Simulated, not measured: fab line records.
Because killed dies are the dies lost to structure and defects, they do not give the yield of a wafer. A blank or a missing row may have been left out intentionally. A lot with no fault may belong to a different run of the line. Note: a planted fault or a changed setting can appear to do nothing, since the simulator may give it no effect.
fab line records	flow n5_finfet
record lots=24	wafers=72	last_day=20
route steps=1938 shown DUMMY_GATE@231 SD_EPI_N@270
lots untouched by any fault: they come from a run of this same line in which no faults occurred
start_h: hours from the record's opening day to when the first of the lot's shown wafers began	wait_h: hours since the lot's step before	" unchanged from the row above	L1.1+2: a row that stands for several wafers	- no value, or no start was given	* or withheld: withheld	< > ~ a bound
route shown NAME@n: NAME is a module with steps in the file, n the number in the route of the first one	usual: the fault-free wafers' mean and standard deviation	same: alike in all rows	chamber/n: place in a boat	sites: readings site by site	_std_site: their standard deviation	_edge_site: inner sites' mean taken away from outer sites' mean	radius_mm: for every site, how far away it sits from the centre of the wafer	mask NAME#n: copy n	behind: the most recent tool/chamber to have shaped the wafer	hold: reason for holding the lot/hours on hold/outcome of the hold	device: the n, p or np transistor that did not switch	end of line: the route-end tests of the same wafers	a step without rows: its recipe alone	killed: the dies lost at the first sort to structure and to defects; this is not the yield of the wafer	map: a wafer's dies, marking killed ones x, the rest . and places with no die _
set.NAME: the setting as run; set.NAME@STEP: as run at that earlier step	model.NAME: the simulator's own value behind a step, which no gauge read
route steps across a sampled set of lots; one table per step, one row per wafer
services: from which hour (start_h, from the record's first day; less than 0 if before it) a tool's chamber was out of use, for how many hours, and why
## steps
# step N5_DUMMY_GATE_CD_MEAS_15
# recipe target_cd_nm=25.8	landing_energy_ev=500	detector=se_inlens
# usual cd_nm=24.96/0.23
lot.wafer	tool	chamber	start_h	wait_h	cd_nm
L074.1	cd_sem-03	0	46.56	-	25.15
L074.4	"	0	"	"	25.16
L074.6	"	0	"	"	25.09
L075.1	cd_sem-01	0	51.45	-	24.76
L075.4	"	0	"	"	25.22
L075.5	"	0	"	"	25.00
L076.2	cd_sem-02	0	59.89	-	25.08
L076.3	"	0	"	"	24.95
L076.5	"	0	"	"	25.29
L077.1	cd_sem-01	0	63.92	-	25.43
L077.4	"	0	"	"	25.00
L077.5	"	0	"	"	25.03
L078.1	cd_sem-02	0	69.15	-	25.14
L078.4	"	0	"	"	24.83
L078.6	"	0	"	"	24.85
L079.4	cd_sem-03	0	78.19	-	25.16
L079.5	"	0	"	"	24.48
L079.6	"	0	"	"	24.96
L080.2	cd_sem-02	0	86.19	-	24.81
L080.3	"	0	"	"	24.74
L080.6	"	0	"	"	24.96
L081.1	cd_sem-03	0	88.31	-	24.98
L081.4	"	0	"	"	25.17
L081.5	"	0	"	"	24.83
L082.1	cd_sem-03	0	95.94	-	24.99
L082.5	"	0	"	"	25.20
L082.6	"	0	"	"	25.12
L083.1	cd_sem-02	0	102.35	-	24.72
L083.4	"	0	"	"	24.87
L083.6	"	0	"	"	25.13
L084.2	cd_sem-02	0	108.40	-	25.21
L084.3	"	0	"	"	24.78
L084.5	"	0	"	"	24.89
L086.1	cd_sem-03	0	119.23	-	25.21
L086.4	"	0	"	"	24.87
L086.5	"	0	"	"	25.13
L085.3	cd_sem-01	0	122.06	-	25.02
L085.4	"	0	"	"	25.24
L085.5	"	0	"	"	24.72
L087.4	cd_sem-02	0	129.23	-	25.11
L087.5	"	0	"	"	24.84
L087.6	"	0	"	"	24.77
L088.1	cd_sem-01	0	135.08	-	24.93
L088.4	"	0	"	"	25.05
L088.6	"	0	"	"	25.13
L089.3	cd_sem-02	0	138.87	-	24.79
L089.4	"	0	"	"	24.94
L089.6	"	0	"	"	24.98
L090.1	cd_sem-01	0	143.43	-	24.78
L090.5	"	0	"	"	24.40
L090.6	"	0	"	"	24.58
L091.2	cd_sem-02	0	151.43	-	24.75
L091.3	"	0	"	"	24.91
L091.4	"	0	"	"	25.21
L092.2	cd_sem-01	0	153.46	-	24.75
L092.4	"	0	"	"	24.95
L092.5	"	0	"	"	25.06
L093.2	cd_sem-02	0	164.43	-	24.89
L093.3	"	0	"	"	25.08
L093.4	"	0	"	"	25.29
L094.2	cd_sem-02	0	166.27	-	25.33
L094.4	"	0	"	"	25.25
L094.5	"	0	"	"	25.01
L095.1	cd_sem-01	0	172.43	-	25.12
L095.3	"	0	"	"	24.96
L095.6	"	0	"	"	25.01
L096.2	cd_sem-02	0	180.81	-	24.97
L096.4	"	0	"	"	24.50
L096.6	"	0	"	"	25.12
L097.1	cd_sem-02	0	186.57	-	24.68
L097.2	"	0	"	"	25.52
L097.5	"	0	"	"	24.43
# step N5_DUMMY_GATE_OVL_MEAS_16
# recipe points_per_wafer=522
# usual GATE_OVL=-0.1/0.78
lot.wafer	tool	chamber	start_h	wait_h	GATE_OVL[nm]
L074.1	overlay-02	0	46.60	0.0	0.5
L074.4	"	0	"	"	-0.8
L074.6	"	0	"	"	-0.5
L075.1	overlay-02	0	51.49	0.0	0.3
L075.4	"	0	"	"	1.1
L075.5	"	0	"	"	0.0
L076.2	overlay-01	0	59.93	0.0	0.3
L076.3	"	0	"	"	-1.5
L076.5	"	0	"	"	-0.2
L077.1	overlay-01	0	63.96	0.0	0.4
L077.4	"	0	"	"	1.1
L077.5	"	0	"	"	0.9
L078.1	overlay-02	0	69.19	0.0	-0.6
L078.4	"	0	"	"	-0.4
L078.6	"	0	"	"	0.1
L079.4	overlay-01	0	78.24	0.0	-0.3
L079.5	"	0	"	"	0.7
L079.6	"	0	"	"	0.4
L080.2	overlay-02	0	86.24	0.0	0.1
L080.3	"	0	"	"	1.0
L080.6	"	0	"	"	0.5
L081.1	overlay-02	0	88.35	0.0	-0.7
L081.4	"	0	"	"	0.1
L081.5	"	0	"	"	-0.7
L082.1	overlay-01	0	95.98	0.0	0.8
L082.5	"	0	"	"	1.1
L082.6	"	0	"	"	0.7
L083.1	overlay-02	0	102.39	0.0	0.0
L083.4	"	0	"	"	0.1
L083.6	"	0	"	"	0.1
L084.2	overlay-02	0	108.45	0.0	-0.4
L084.3	"	0	"	"	-1.5
L084.5	"	0	"	"	-0.1
L086.1	overlay-01	0	119.27	0.0	-1.0
L086.4	"	0	"	"	0.6
L086.5	"	0	"	"	-0.6
L085.3	overlay-02	0	122.11	0.0	-0.2
L085.4	"	0	"	"	-0.2
L085.5	"	0	"	"	-0.3
L087.4	overlay-01	0	129.28	0.0	-1.0
L087.5	"	0	"	"	-0.4
L087.6	"	0	"	"	0.5
L088.1	overlay-01	0	135.12	0.0	-0.8
L088.4	"	0	"	"	-2.5
L088.6	"	0	"	"	-1.4
L089.3	overlay-01	0	138.92	0.0	-1.9
L089.4	"	0	"	"	0.0
L089.6	"	0	"	"	-0.3
L090.1	overlay-02	0	143.47	0.0	0.7
L090.5	"	0	"	"	0.0
L090.6	"	0	"	"	-0.8
L091.2	overlay-02	0	151.47	0.0	0.4
L091.3	"	0	"	"	0.2
L091.4	"	0	"	"	-0.1
L092.2	overlay-01	0	153.50	0.0	-0.2
L092.4	"	0	"	"	-0.1
L092.5	"	0	"	"	0.0
L093.2	overlay-02	0	164.48	0.0	0.1
L093.3	"	0	"	"	2.0
L093.4	"	0	"	"	0.2
L094.2	overlay-02	0	166.32	0.0	-0.7
L094.4	"	0	"	"	-0.8
L094.5	"	0	"	"	-0.2
L095.1	overlay-01	0	172.47	0.0	-1.0
L095.3	"	0	"	"	-1.5
L095.6	"	0	"	"	0.5
L096.2	overlay-01	0	180.86	0.0	0.1
L096.4	"	0	"	"	-0.7
L096.6	"	0	"	"	-1.4
L097.1	overlay-01	0	186.61	0.0	1.2
L097.2	"	0	"	"	0.6
L097.5	"	0	"	"	0.4
# step N5_DUMMY_GATE_CD_MEAS_50
# recipe target_cd_nm=14
# usual cd_nm=13.95/0.29
lot.wafer	tool	chamber	start_h	wait_h	cd_nm
L074.1	cd_sem-01	-	47.07	0.0	14.62
L074.4	"	-	"	"	14.24
L074.6	"	-	"	"	14.05
L075.1	cd_sem-01	-	52.06	0.0	13.82
L075.4	"	-	"	"	13.74
L075.5	"	-	"	"	13.92
L076.2	cd_sem-03	-	60.63	0.0	13.88
L076.3	"	-	"	"	14.17
L076.5	"	-	"	"	14.27
L077.1	cd_sem-01	-	65.21	0.0	14.10
L077.4	"	-	"	"	13.68
L077.5	"	-	"	"	14.27
L078.1	cd_sem-01	-	69.76	0.0	14.08
L078.4	"	-	"	"	13.69
L078.6	"	-	"	"	14.04
L079.4	cd_sem-02	-	78.97	0.0	13.93
L079.5	"	-	"	"	13.76
L079.6	"	-	"	"	13.67
L080.2	cd_sem-02	-	86.84	0.0	14.18
L080.3	"	-	"	"	13.49
L080.6	"	-	"	"	13.39
L081.1	cd_sem-02	-	88.82	0.0	14.16
L081.4	"	-	"	"	14.21
L081.5	"	-	"	"	14.44
L082.1	cd_sem-02	-	96.45	0.0	13.66
L082.5	"	-	"	"	13.93
L082.6	"	-	"	"	13.97
L083.1	cd_sem-02	-	102.86	0.0	14.70
L083.4	"	-	"	"	14.89
L083.6	"	-	"	"	14.25
L084.2	cd_sem-02	-	109.01	0.1	13.95
L084.3	"	-	"	"	14.22
L084.5	"	-	"	"	14.10
L086.1	cd_sem-03	-	119.74	0.0	14.08
L086.4	"	-	"	"	13.61
L086.5	"	-	"	"	13.41
L085.3	cd_sem-01	-	122.57	0.0	13.83
L085.4	"	-	"	"	13.33
L085.5	"	-	"	"	13.97
L087.4	cd_sem-02	-	129.94	0.0	14.17
L087.5	"	-	"	"	14.17
L087.6	"	-	"	"	13.60
L088.1	cd_sem-01	-	136.32	0.0	13.95
L088.4	"	-	"	"	14.16
L088.6	"	-	"	"	13.57
L089.3	cd_sem-02	-	139.45	0.0	13.84
L089.4	"	-	"	"	14.08
L089.6	"	-	"	"	13.68
L090.1	cd_sem-01	-	143.94	0.0	13.87
L090.5	"	-	"	"	13.89
L090.6	"	-	"	"	13.90
L091.2	cd_sem-01	-	152.00	0.0	13.54
L091.3	"	-	"	"	13.38
L091.4	"	-	"	"	14.09
L092.2	cd_sem-03	-	153.97	0.0	14.31
L092.4	"	-	"	"	13.80
L092.5	"	-	"	"	13.71
L093.2	cd_sem-01	-	164.94	0.0	13.81
L093.3	"	-	"	"	14.11
L093.4	"	-	"	"	13.79
L094.2	cd_sem-01	-	166.78	0.0	13.97
L094.4	"	-	"	"	14.15
L094.5	"	-	"	"	13.69
L095.1	cd_sem-01	-	172.97	0.0	13.59
L095.3	"	-	"	"	14.03
L095.6	"	-	"	"	14.24
L096.2	cd_sem-02	-	182.07	0.1	13.74
L096.4	"	-	"	"	13.86
L096.6	"	-	"	"	13.85
L097.1	cd_sem-02	-	187.07	0.0	14.04
L097.2	"	-	"	"	13.86
L097.5	"	-	"	"	13.67
# step N5_DUMMY_GATE_HM_OPEN_21
# recipe chemistry=CH3F/O2	target=SiNx	target_depth_a=1200	Ar_flow_sccm=150	CH3F_flow_sccm=30	O2_flow_sccm=23	time_s=171.4	pressure_mtorr=30	source_w=395	bias_w=73	ion_energy_ev=120.7
# usual drypump_motor_current_A=5.7/0.5	oes_o_777_au=0.81/0.061	oes_product_au=0.81/0.069	rf_vpp_V=300.3/3	showerhead_plenum_p_Torr=2.04/0.063	throttle_valve_pct=16.26/0.16
lot.wafer	tool	chamber	start_h	wait_h	drypump_motor_current_A	oes_o_777_au	oes_product_au	rf_hours_counter_h	rf_vpp_V	showerhead_plenum_p_Torr	throttle_valve_pct
L074.1	rie_diel-05	2	47.20	0.0	5.3	0.66	0.66	249	301.1	1.99	16.62
L074.4	"	3	"	"	5.8	0.79	0.79	-	300.3	2.12	16.08
L074.6	"	1	"	"	6.0	0.81	0.79	-	295.8	2.03	16.13
L075.1	rie_diel-05	1	52.19	0.0	6.0	0.80	0.78	113	295.2	2.03	16.14
L075.4	"	1	"	"	6.0	0.80	0.79	-	295.6	2.03	16.13
L075.5	"	2	"	"	5.3	0.66	0.66	-	300.3	1.99	16.64
L076.2	rie_diel-05	3	60.76	0.0	5.8	0.80	0.79	109	302.2	2.12	16.07
L076.3	"	1	"	"	6.0	0.80	0.78	117	295.6	2.03	16.14
L076.5	"	3	"	"	5.8	0.79	0.79	-	301.6	2.12	16.08
L077.1	rie_diel-06	0	65.34	0.0	6.2	0.74	0.72	195	295.4	2.01	16.31
L077.4	"	1	"	"	5.2	0.84	0.84	60	301.1	1.97	16.32
L077.5	"	0	"	"	6.2	0.75	0.73	-	296.2	2.01	16.31
L078.1	rie_diel-05	1	69.89	0.0	6.0	0.80	0.78	120	296.2	2.02	16.13
L078.4	"	3	"	"	5.8	0.79	0.78	-	301.1	2.11	16.09
L078.6	"	0	"	"	5.1	0.79	0.79	-	301.2	2.11	16.25
L079.4	rie_diel-02	2	79.10	0.0	6.1	0.85	0.87	35	306.1	2.06	16.41
L079.5	"	2	"	"	6.1	0.85	0.87	-	306.8	2.06	16.44
L079.6	"	3	"	"	4.7	0.85	0.86	-	300.0	1.96	16.07
L080.2	rie_diel-06	3	86.97	0.0	5.8	0.83	0.83	80	299.3	1.96	16.53
L080.3	"	1	"	"	5.2	0.83	0.84	66	302.1	1.96	16.34
L080.6	"	2	"	"	6.6	0.72	0.72	-	298.9	1.99	16.65
L081.1	rie_diel-05	3	88.95	0.0	5.8	0.78	0.78	118	300.8	2.11	16.10
L081.4	"	1	"	"	6.0	0.79	0.77	126	296.5	2.02	16.16
L081.5	"	0	"	"	5.0	0.78	0.78	-	301.3	2.11	16.28
L082.1	rie_diel-05	1	96.58	0.0	6.0	0.79	0.77	129	295.4	2.02	16.15
L082.5	"	1	"	"	6.0	0.78	0.77	-	295.9	2.02	16.15
L082.6	"	0	"	"	5.1	0.78	0.77	-	302.8	2.11	16.28
L083.1	rie_diel-02	1	103.00	0.0	6.4	0.93	0.93	8	299.8	2.16	16.29
L083.4	"	2	"	"	6.1	0.85	0.86	-	306.2	2.06	16.44
L083.6	"	1	"	"	6.4	0.93	0.94	-	300.1	2.16	16.29
L084.2	rie_diel-06	2	109.14	0.0	6.6	0.71	0.71	222	298.0	1.99	16.68
L084.3	"	1	"	"	5.3	0.82	0.83	71	302.5	1.96	16.33
L084.5	"	0	"	"	6.2	0.74	0.71	-	295.3	2.01	16.34
L086.1	rie_diel-05	0	119.87	0.0	5.0	0.78	0.77	145	300.3	2.11	16.30
L086.4	"	2	"	"	5.3	0.93	0.95	12	300.4	1.98	16.20
L086.5	"	3	"	"	5.8	0.78	0.77	-	301.4	2.11	16.12
L085.3	rie_diel-05	0	122.71	0.0	5.0	0.78	0.76	146	301.8	2.11	16.31
L085.4	"	1	"	"	6.0	0.78	0.77	136	295.8	2.02	16.18
L085.5	"	0	"	"	5.0	0.77	0.76	-	300.2	2.11	16.30
L087.4	rie_diel-05	1	130.14	0.1	6.0	0.78	0.77	-	294.4	2.02	16.18
L087.5	"	2	"	"	5.3	0.91	0.94	-	300.2	1.98	16.22
L087.6	"	3	"	"	5.8	0.78	0.76	-	301.3	2.11	16.12
L088.1	rie_diel-05	1	136.45	0.0	6.0	0.77	0.76	141	295.9	2.02	16.18
L088.4	"	2	"	"	5.3	0.91	0.94	-	299.9	1.98	16.22
L088.6	"	1	"	"	6.0	0.78	0.76	-	295.4	2.02	16.20
L089.3	rie_diel-02	1	139.58	0.0	6.4	0.91	0.91	17	299.9	2.16	16.30
L089.4	"	3	"	"	4.7	0.83	0.84	-	300.4	1.96	16.10
L089.6	"	1	"	"	6.4	0.90	0.91	-	300.4	2.16	16.32
L090.1	rie_diel-05	3	144.07	0.0	5.8	0.78	0.76	133	301.5	2.11	16.12
L090.5	"	1	"	"	6.0	0.77	0.76	-	295.8	2.02	16.20
L090.6	"	3	"	"	5.8	0.77	0.77	-	302.5	2.11	16.14
L091.2	rie_diel-02	2	152.18	0.0	6.1	0.83	0.85	51	306.7	2.06	16.46
L091.3	"	1	"	"	6.4	0.90	0.90	19	301.1	2.16	16.32
L091.4	"	3	"	"	4.7	0.83	0.84	55	301.1	1.96	16.11
L092.2	rie_diel-06	3	154.12	0.0	5.9	0.81	0.80	97	299.0	1.96	16.56
L092.4	"	1	"	"	5.2	0.82	0.81	82	301.5	1.96	16.35
L092.5	"	0	"	"	6.2	0.72	0.70	-	296.1	2.00	16.32
L093.2	rie_diel-05	1	165.07	0.0	6.0	0.77	0.75	149	296.4	2.02	16.21
L093.3	"	3	"	"	5.8	0.76	0.76	139	302.8	2.11	16.13
L093.4	"	0	"	"	5.0	0.77	0.76	-	302.1	2.10	16.31
L094.2	rie_diel-02	2	166.92	0.0	6.1	0.82	0.85	56	306.0	2.06	16.48
L094.4	"	0	"	"	5.8	0.81	0.82	91	302.2	2.05	16.12
L094.5	"	2	"	"	6.1	0.83	0.84	-	306.4	2.06	16.46
L095.1	rie_diel-02	0	173.10	0.0	5.8	0.80	0.81	92	302.0	2.05	16.13
L095.3	"	2	"	"	6.1	0.82	0.84	59	306.3	2.06	16.46
L095.6	"	1	"	"	6.3	0.89	0.89	-	299.7	2.16	16.33
L096.2	rie_diel-05	0	182.20	0.0	5.0	0.77	0.76	159	302.2	2.10	16.30
L096.4	"	2	"	"	5.3	0.89	0.91	27	301.9	1.98	16.24
L096.6	"	2	"	"	5.3	0.89	0.91	-	300.6	1.98	16.24
L097.1	rie_diel-02	2	187.21	0.0	6.1	0.82	0.83	65	306.2	2.05	16.49
L097.2	"	1	"	"	6.4	0.88	0.87	32	303.1	2.16	16.34
L097.5	"	2	"	"	6.1	0.82	0.83	-	306.8	2.05	16.48
# step N5_DUMMY_GATE_INSPECT_27
# recipe inspect_instrument=brightfield	mode=aei
# usual raw_defect_count=302/98
lot.wafer	tool	chamber	start_h	wait_h	raw_defect_count
L074.1	defect_inspect-01	-	47.85	0.0	345
L074.4	"	-	"	"	196
L074.6	"	-	"	"	276
L075.1	defect_inspect-02	-	52.95	0.0	254
L075.4	"	-	"	"	355
L075.5	"	-	"	"	334
L076.2	defect_inspect-02	-	61.41	0.0	265
L076.3	"	-	"	"	305
L076.5	"	-	"	"	270
L077.1	defect_inspect-01	-	65.98	0.0	248
L077.4	"	-	"	"	260
L077.5	"	-	"	"	279
L078.1	defect_inspect-01	-	70.53	0.0	282
L078.4	"	-	"	"	232
L078.6	"	-	"	"	300
L079.4	defect_inspect-02	-	79.74	0.0	323
L079.5	"	-	"	"	303
L079.6	"	-	"	"	271
L080.2	defect_inspect-01	-	87.62	0.0	228
L080.3	"	-	"	"	267
L080.6	"	-	"	"	265
L081.1	defect_inspect-02	-	89.60	0.0	292
L081.4	"	-	"	"	355
L081.5	"	-	"	"	348
L082.1	defect_inspect-01	-	97.55	0.0	259
L082.5	"	-	"	"	198
L082.6	"	-	"	"	389
L083.1	defect_inspect-01	-	103.64	0.0	362
L083.4	"	-	"	"	417
L083.6	"	-	"	"	412
L084.2	defect_inspect-01	-	109.79	0.0	204
L084.3	"	-	"	"	163
L084.5	"	-	"	"	181
L086.1	defect_inspect-02	-	120.52	0.0	275
L086.4	"	-	"	"	312
L086.5	"	-	"	"	321
L085.3	defect_inspect-01	-	123.35	0.0	235
L085.4	"	-	"	"	196
L085.5	"	-	"	"	196
L087.4	defect_inspect-01	-	130.72	0.0	360
L087.5	"	-	"	"	418
L087.6	"	-	"	"	411
L088.1	defect_inspect-01	-	137.09	0.0	373
L088.4	"	-	"	"	625
L088.6	"	-	"	"	364
L089.3	defect_inspect-01	-	140.24	0.0	280
L089.4	"	-	"	"	176
L089.6	"	-	"	"	197
L090.1	defect_inspect-01	-	144.72	0.0	485
L090.5	"	-	"	"	290
L090.6	"	-	"	"	248
L091.2	defect_inspect-01	-	152.83	0.0	700
L091.3	"	-	"	"	485
L091.4	"	-	"	"	334
L092.2	defect_inspect-02	-	154.89	0.0	225
L092.4	"	-	"	"	255
L092.5	"	-	"	"	203
L093.2	defect_inspect-02	-	165.71	0.0	298
L093.3	"	-	"	"	224
L093.4	"	-	"	"	288
L094.2	defect_inspect-02	-	167.59	0.0	257
L094.4	"	-	"	"	167
L094.5	"	-	"	"	197
L095.1	defect_inspect-01	-	173.75	0.0	358
L095.3	"	-	"	"	396
L095.6	"	-	"	"	304
L096.2	defect_inspect-01	-	182.84	0.0	253
L096.4	"	-	"	"	376
L096.6	"	-	"	"	330
L097.1	defect_inspect-02	-	187.85	0.0	456
L097.2	"	-	"	"	367
L097.5	"	-	"	"	460
# step N5_SD_EPI_N_CD_MEAS_09
# recipe target_cd_nm=120	landing_energy_ev=500	detector=se_inlens
# usual cd_nm=120.1/0.58
lot.wafer	tool	chamber	start_h	wait_h	cd_nm
L074.1	cd_sem-03	0	50.32	-	120.0
L074.4	"	0	"	"	120.2
L074.6	"	0	"	"	120.0
L075.1	cd_sem-01	0	54.48	-	118.9
L075.4	"	0	"	"	119.2
L075.5	"	0	"	"	119.6
L076.2	cd_sem-03	0	62.41	-	119.9
L076.3	"	0	"	"	120.5
L076.5	"	0	"	"	119.1
L077.1	cd_sem-01	0	67.07	-	119.6
L077.4	"	0	"	"	119.5
L077.5	"	0	"	"	119.9
L078.1	cd_sem-03	0	71.54	-	120.3
L078.4	"	0	"	"	120.9
L078.6	"	0	"	"	119.6
L079.4	cd_sem-02	0	81.17	-	120.4
L079.5	"	0	"	"	120.4
L079.6	"	0	"	"	120.1
L080.2	cd_sem-01	0	90.26	-	120.9
L080.3	"	0	"	"	120.9
L080.6	"	0	"	"	120.3
L081.1	cd_sem-01	0	90.81	-	120.0
L081.4	"	0	"	"	119.2
L081.5	"	0	"	"	120.1
L082.1	cd_sem-02	0	98.74	-	120.2
L082.5	"	0	"	"	120.3
L082.6	"	0	"	"	120.1
L083.1	cd_sem-02	0	104.64	-	120.3
L083.4	"	0	"	"	120.3
L083.6	"	0	"	"	119.7
L084.2	cd_sem-01	0	111.16	-	120.4
L084.3	"	0	"	"	120.5
L084.5	"	0	"	"	121.6
L086.1	cd_sem-01	0	121.52	-	120.6
L086.4	"	0	"	"	120.7
L086.5	"	0	"	"	120.7
L085.3	cd_sem-02	0	124.42	-	119.6
L085.4	"	0	"	"	120.1
L085.5	"	0	"	"	120.3
L087.4	cd_sem-03	0	131.60	-	120.7
L087.5	"	0	"	"	121.1
L087.6	"	0	"	"	120.4
L088.1	cd_sem-03	0	139.56	-	120.2
L088.4	"	0	"	"	120.0
L088.6	"	0	"	"	119.7
L089.3	cd_sem-01	0	141.12	-	119.9
L089.4	"	0	"	"	119.7
L089.6	"	0	"	"	120.2
L090.1	cd_sem-01	0	145.72	-	119.0
L090.5	"	0	"	"	120.3
L090.6	"	0	"	"	119.9
L091.2	cd_sem-01	0	153.83	-	119.7
L091.3	"	0	"	"	119.1
L091.4	"	0	"	"	118.2
L092.2	cd_sem-02	0	155.89	-	120.5
L092.4	"	0	"	"	120.9
L092.5	"	0	"	"	119.2
L093.2	cd_sem-01	0	166.72	-	119.6
L093.3	"	0	"	"	119.6
L093.4	"	0	"	"	119.7
L094.2	cd_sem-02	0	168.48	-	120.0
L094.4	"	0	"	"	120.3
L094.5	"	0	"	"	120.5
L095.1	cd_sem-01	0	175.21	-	120.1
L095.3	"	0	"	"	120.8
L095.6	"	0	"	"	120.1
L096.2	cd_sem-02	0	183.85	-	120.3
L096.4	"	0	"	"	119.4
L096.6	"	0	"	"	119.2
L097.1	cd_sem-02	0	190.15	-	120.3
L097.2	"	0	"	"	120.6
L097.5	"	0	"	"	120.7
## services
tool	chamber	start_h	hours	kind
rie_diel-02	1	27.13	-	clean
rie_diel-02	1	27.13	-	consumable_replace:esc
rie_diel-02	1	27.13	-	consumable_replace:focus_ring
rie_diel-02	1	27.13	-	consumable_replace:showerhead
rie_diel-02	1	27.13	40.2	scheduled_down
rie_diel-02	1	27.13	40.2	vent_cycle
rie_diel-06	-	42.87	0.3	repair
rie_diel-05	0	46.17	9.6	repair
rie_diel-02	3	47.28	15.7	repair
rie_diel-05	2	55.74	-	clean
rie_diel-05	2	55.74	-	consumable_replace:focus_ring
rie_diel-05	2	55.74	18.1	scheduled_down
rie_diel-05	2	55.74	18.1	vent_cycle
rie_diel-02	0	96.26	6.7	repair
rie_diel-02	-	97.17	0.2	repair
rie_diel-02	-	112.60	2.8	pm
rie_diel-06	2	128.81	12.8	repair
rie_diel-06	-	143.51	0.7	repair
rie_diel-02	3	173.20	15.3	repair
## key
fault none
